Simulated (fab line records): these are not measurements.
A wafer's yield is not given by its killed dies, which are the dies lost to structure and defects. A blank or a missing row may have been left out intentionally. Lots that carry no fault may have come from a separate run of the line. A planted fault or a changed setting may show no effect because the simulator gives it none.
fab line records	flow n5-finfet
record lots=6	wafers=16	last-day=18
route steps=1938 shown BEOL_M5@1177 PASSIVATION@1936
lots that met no fault: taken from a fault-free run of the same line
start-h: hours from the record's opening day to when the first of the lot's shown wafers began	wait-h: hours since the lot's step before	" unchanged from the row above	L1.1+2: a row that stands for several wafers	- value missing, or start not given	* or withheld: withheld	< > ~ a bound
route shown NAME@n: names a module that has steps shown in the file, with the first one's number in the route	usual: average and standard deviation across the fault-free wafers	same: alike in all rows	chamber/n: place in a boat	sites: each site's reading	_std_site: standard deviation across them	_edge_site: inner sites' mean taken away from outer sites' mean	radius-mm: for every site, how far away it sits from the centre of the wafer	mask NAME#n: copy n	behind: the last tool/chamber to shape the wafer	hold: why the lot went on hold/how many hours it stayed there/how the hold came to an end	device: which transistor (n, p or np) failed to switch	end of line: at the end of the route, the tests of the same wafers	a step without rows: its recipe alone	killed: not the wafer's yield, but the dies lost to structure and defects at the first sort	map: a wafer's dies, marking killed ones x, the rest . and places with no die _
set.NAME: the setting that was run; set.NAME@STEP: the one run at that earlier step	model.NAME: the simulator's own value behind a step, which no gauge read
lots at some steps of the route; a table a step, a row a wafer
services: a tool's chamber out of use, with start hour (start-h, from the record's first day; less than 0 if before it), hours out, and reason
## steps
# step N5_BEOL_M5_SPUTTER_81
# recipe material=Cu	target-thk-a=150	temp-c=-20	chamber-pressure-pa=0.07	power-w=withheld	time-s=27.62
# step N5_BEOL_M5_ANNEAL_82
# recipe temp-c=400	time-s=1800	ambient=vacuum
# usual heater-power-w=848/90
lot.wafer	tool	chamber	start-h	wait-h	heater-power-w
L870.1	pvd-sputter-03	-	221.84	0.0	899
L870.2	"	-	"	"	762
L870.6	"	-	"	"	907
L871.1	pvd-sputter-01	-	228.86	0.0	796
L871.3	"	-	"	"	834
L871.4	"	-	"	"	878
L876.3	pvd-sputter-03	-	246.62	0.0	738
L876.4	"	-	"	"	921
L877.2	pvd-sputter-03	-	260.32	0.0	741
L877.6	"	-	"	"	890
L888.1	pvd-sputter-03	-	319.88	0.0	923
L888.3	"	-	"	"	722
L888.6	"	-	"	"	871
L886.1	pvd-sputter-02	-	322.46	0.0	1077
L886.5	"	-	"	"	726
L886.6	"	-	"	"	1065
# step N5_BEOL_M5_SPUTTER_83
# recipe material=Cu	target-thk-a=150	temp-c=-20	chamber-pressure-pa=0.07	power-w=withheld	time-s=27.62
# step N5_BEOL_M5_ANNEAL_84
# recipe temp-c=400	time-s=1800	ambient=vacuum
# usual heater-power-w=848/89
lot.wafer	tool	chamber	start-h	wait-h	heater-power-w
L870.1	pvd-sputter-03	-	222.92	0.0	862
L870.2	"	-	"	"	738
L870.6	"	-	"	"	902
L871.1	pvd-sputter-01	-	229.94	0.0	820
L871.3	"	-	"	"	854
L871.4	"	-	"	"	911
L876.3	pvd-sputter-03	-	247.70	0.0	724
L876.4	"	-	"	"	906
L877.2	pvd-sputter-03	-	261.41	0.0	731
L877.6	"	-	"	"	893
L888.1	pvd-sputter-03	-	320.97	0.0	917
L888.3	"	-	"	"	747
L888.6	"	-	"	"	878
L886.1	pvd-sputter-02	-	323.55	0.0	1054
L886.5	"	-	"	"	684
L886.6	"	-	"	"	1055
# step N5_BEOL_M5_SPUTTER_88
# recipe material=Cu	target-thk-a=150	temp-c=-20	chamber-pressure-pa=0.07	power-w=withheld	time-s=27.62
# step N5_BEOL_M5_ANNEAL_89
# recipe temp-c=400	time-s=1800	ambient=vacuum
# usual heater-power-w=847/88
lot.wafer	tool	chamber	start-h	wait-h	heater-power-w
L870.1	pvd-sputter-03	-	224.01	0.0	867
L870.2	"	-	"	"	727
L870.6	"	-	"	"	915
L871.1	pvd-sputter-01	-	231.03	0.0	794
L871.3	"	-	"	"	833
L871.4	"	-	"	"	898
L876.3	pvd-sputter-03	-	248.79	0.0	738
L876.4	"	-	"	"	895
L877.2	pvd-sputter-03	-	262.49	0.0	729
L877.6	"	-	"	"	891
L888.1	pvd-sputter-03	-	322.05	0.0	896
L888.3	"	-	"	"	724
L888.6	"	-	"	"	875
L886.1	pvd-sputter-02	-	324.63	0.0	1056
L886.5	"	-	"	"	704
L886.6	"	-	"	"	1067
# step N5_BEOL_M5_SPUTTER_90
# recipe material=Cu	target-thk-a=45	temp-c=-20	chamber-pressure-pa=0.07	power-w=withheld	time-s=8.29
# usual throttle-valve-pct=29.6/1.2
lot.wafer	tool	chamber	start-h	wait-h	throttle-valve-pct
L870.1	pvd-sputter-03	-	225.02	0.5	30.7
L870.2	"	-	"	"	28.0
L870.6	"	-	"	"	30.2
L871.1	pvd-sputter-01	-	232.04	0.5	29.7
L871.3	"	-	"	"	28.2
L871.4	"	-	"	"	28.3
L876.3	pvd-sputter-03	-	249.80	0.5	28.0
L876.4	"	-	"	"	30.3
L877.2	pvd-sputter-03	-	263.50	0.5	27.9
L877.6	"	-	"	"	30.3
L888.1	pvd-sputter-03	-	323.06	0.5	30.1
L888.3	"	-	"	"	27.8
L888.6	"	-	"	"	30.2
L886.1	pvd-sputter-02	-	325.64	0.5	27.8
L886.5	"	-	"	"	28.9
L886.6	"	-	"	"	28.3
# step N5_BEOL_M5_ECD_50
# recipe material=Cu	target-thk-a=3000
# step N5_BEOL_M5_ANNEAL_51
# recipe temp-c=225	time-s=90	ambient=N2
# step N5_BEOL_M5_CMP_52
# recipe stop-on=SiCOH_lowk	t-overpolish-s=6.9	down-force-psi=1	platen-rpm=50	clearing-platen-down-force-psi=1.5	clearing-platen-rpm=50	post-cmp-clean=cu-alkaline	target-thk-nm=62	clearing-platen-pad-velocity-m-s=0.99484	pad-velocity-m-s=0.99484
# usual barrier-field-endpoint-s=24.9/0.74	motor-current-A=5.9/0.84	overpolish-run-s=6.900/0.0089	time-to-endpoint-s=64/3.8
lot.wafer	tool	chamber	start-h	wait-h	barrier-field-endpoint-s	motor-current-A	overpolish-run-s	time-to-endpoint-s
L870.2	cmp-02	3	225.52	0.2	24.6	5.5	6.891	61
L870.1	"	0	"	"	25.5	4.6	6.903	62
L870.6	"	3	"	"	25.1	5.5	6.907	60
L871.3	cmp-04	1	232.54	0.2	25.8	5.4	6.889	69
L871.4	"	2	"	"	26.9	5.5	6.918	73
L871.1	"	0	"	"	24.7	5.1	6.891	62
L876.3	cmp-01	3	250.31	0.2	24.4	6.6	6.899	62
L876.4	"	1	"	"	25.3	7.5	6.904	65
L877.2	cmp-01	0	264.66	0.6	23.8	6.2	6.904	60
L877.6	"	2	"	"	25.8	8.4	6.908	65
L888.3	cmp-04	3	323.61	0.2	25.2	6.2	6.914	65
L888.1	"	1	"	"	25.6	5.3	6.903	72
L888.6	"	2	"	"	25.3	5.2	6.897	69
L886.1	cmp-01	3	326.31	0.3	24.6	6.4	6.897	66
L886.6	"	3	"	"	24.4	6.5	6.892	64
L886.5	"	0	"	"	23.9	6.4	6.891	61
# step N5_BEOL_M5_THK_MEAS_53
# recipe thk-meas-gauge=xrf	reads=Cu_of_BEOL_M5_ECD_50
# usual M5_THK=62.8/2
lot.wafer	tool	chamber	start-h	wait-h	M5_THK[nm]
L870.1	film-metro-01	-	225.81	-	61.0
L870.2	"	-	"	"	59.5
L870.6	"	-	"	"	60.5
L871.1	film-metro-01	-	232.83	-	58.5
L871.3	"	-	"	"	63.6
L871.4	"	-	"	"	63.4
L876.3	film-metro-02	-	250.60	-	63.9
L876.4	"	-	"	"	67.4
L877.2	film-metro-01	-	264.84	-	63.9
L877.6	"	-	"	"	65.3
L888.1	film-metro-02	-	323.87	-	62.9
L888.3	"	-	"	"	66.2
L888.6	"	-	"	"	66.9
L886.1	film-metro-02	-	326.61	-	64.7
L886.5	"	-	"	"	62.5
L886.6	"	-	"	"	64.1
# step N5_BEOL_M5_PRE_CLEAN_77
# recipe gas=NH3/H2	time-s=15	temp-c=*	rf-power-w=300
# step N5_BEOL_M5_CO_CAP_78
# recipe material=Co	target-thk-a=20	temp-c=200	precursor=CCTBA/H2	pressure-torr=30	time-s=102.1
# usual heater-power-w=235/22	run-length-s=125.1/0.46
lot.wafer	tool	chamber	start-h	wait-h	heater-power-w	run-length-s	model.Co_of_BEOL_M5_CO_CAP_78.thk-nm
L870.1	cvd-co-02	0	225.89	0.0	272	124.5	2
L870.2	"	2	"	"	210	125.7	2
L870.6	"	0	"	"	265	124.5	2.2
L871.1	cvd-co-01	2	232.91	0.0	217	125.0	2
L871.3	"	0	"	"	224	124.7	2
L871.4	"	1	"	"	227	125.4	2
L876.3	cvd-co-01	1	250.68	0.0	230	125.1	2
L876.4	"	1	"	"	231	159.4	2.6
L877.2	cvd-co-01	0	264.92	0.0	217	124.7	2
L877.6	"	1	"	"	235	158.6	2.8
L888.1	cvd-co-02	1	323.95	0.0	252	124.8	1.8
L888.3	"	0	"	"	272	124.4	2.2
L888.6	"	2	"	"	213	126.1	2
L886.1	cvd-co-02	2	326.70	0.0	212	125.8	2
L886.5	"	1	"	"	258	125.3	2
L886.6	"	2	"	"	213	125.7	2
# step N5_BEOL_M5_PRE_CLEAN_55
# recipe gas=NH3	time-s=15	temp-c=withheld	rf-power-w=300
# step N5_PASSIVATION_PROBE_49
# usual defect-limited-yield=91.0/1.5	killed_at_M0_to_M3=33/9.4	killed_at_M4_up=14/4.8	killed-at-contacts=13/7.3	killed-at-front-end=43/13	killed-at-other=3.6/2.9	killed-dies=106/18	killed-open=69/13	killed-short=35/8.2	sort_bin_5_function=5.3/1	sort_bin_6_memory=3.3/0.68	sort-n-pass=1074/18	sort-yield-pct=91.0/1.5
# same gross-dies=1180	killed-at-back-side=0	sort_bin_4_leakage[%]=0	sort_bin_8_speed[%]=0
lot.wafer	tool	chamber	start-h	wait-h	defect-limited-yield[%]	killed_at_M0_to_M3	killed_at_M4_up	killed-at-contacts	killed-at-front-end	killed-at-other	killed-dies	killed-open	killed-short	sort_bin_5_function[%]	sort_bin_6_memory[%]	sort-n-pass	sort-yield-pct[%]
L876.3	prober-02	-	345.18	0.1	89.7	34	8	6	68	5	121	78	40	6.1	3.5	1059	89.7
L876.4	prober-02	-	345.23	0.2	92.9	40	14	1	27	2	84	50	33	4.2	2.6	1096	92.9
# killed by level:class
L876.3 FIN_SAQP:geometric-particle:open=20 FIN_SAQP:geometric-particle:short=13 BEOL_M0_SAQP:geometric-particle:open=11 STI_FIN_REVEAL:geometric-particle:open=7 BEOL_M2:geometric-particle:open=7 MOL_CONTACT_COAG:geometric-particle:open=6 BEOL_M0_SAQP:geometric-particle:short=6 GATE_CUT:geometric-particle:short=5
L876.4 BEOL_M0_SAQP:geometric-particle:short=11 FIN_SAQP:geometric-particle:open=8 BEOL_M0_SAQP:geometric-particle:open=8 BEOL_M4:geometric-particle:open=7 BEOL_M2:geometric-particle:open=4 BEOL_M1:geometric-particle:open=4 FIN_SAQP:geometric-particle:short=3 STI_FIN_REVEAL:geometric-particle:open=3
## services
tool	chamber	start-h	hours	kind
cmp-01	-	203.68	4.0	pm
cvd-co-02	-	216.98	2.8	pm
cmp-02	-	236.73	2.3	repair
cmp-02	-	263.21	4.0	pm
cmp-02	-	267.21	-	consumable-replace:conditioner
cmp-02	-	267.21	-	consumable-replace:pad
pvd-sputter-02	-	288.76	8.9	repair
cmp-04	-	289.99	2.2	pm
cvd-co-02	0	291.54	3.8	repair
cmp-04	-	295.23	1.3	repair
cmp-01	-	302.21	1.4	repair
cvd-co-01	-	317.82	7.0	repair
cvd-co-02	0	326.09	5.1	repair
pvd-sputter-01	-	326.48	1.0	repair
## key
first-sign step=N5_BEOL_M5_CO_CAP_78	reading=run-length-s	direction=up	sigmas=73	usual=*	struck=*
effect none on later readings
model-effect step=N5_BEOL_M5_CO_CAP_78	value=Co_of_BEOL_M5_CO_CAP_78.thk-nm	without=2.1	struck=2.7
met-at N5_BEOL_M5_CO_CAP_78
struck-wafers L876.4,L877.6
onset-between 232.91 250.68
fault kind=process-parameter-drift	tool=cvd-co-01	chamber=-	onset-h=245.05	steps=N5_BEOL_M5_CO_CAP_78	channel=time-s	offset=*	shape=step	end-h=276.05	scope=struck-wafers-only	acts-in=*	stated=*
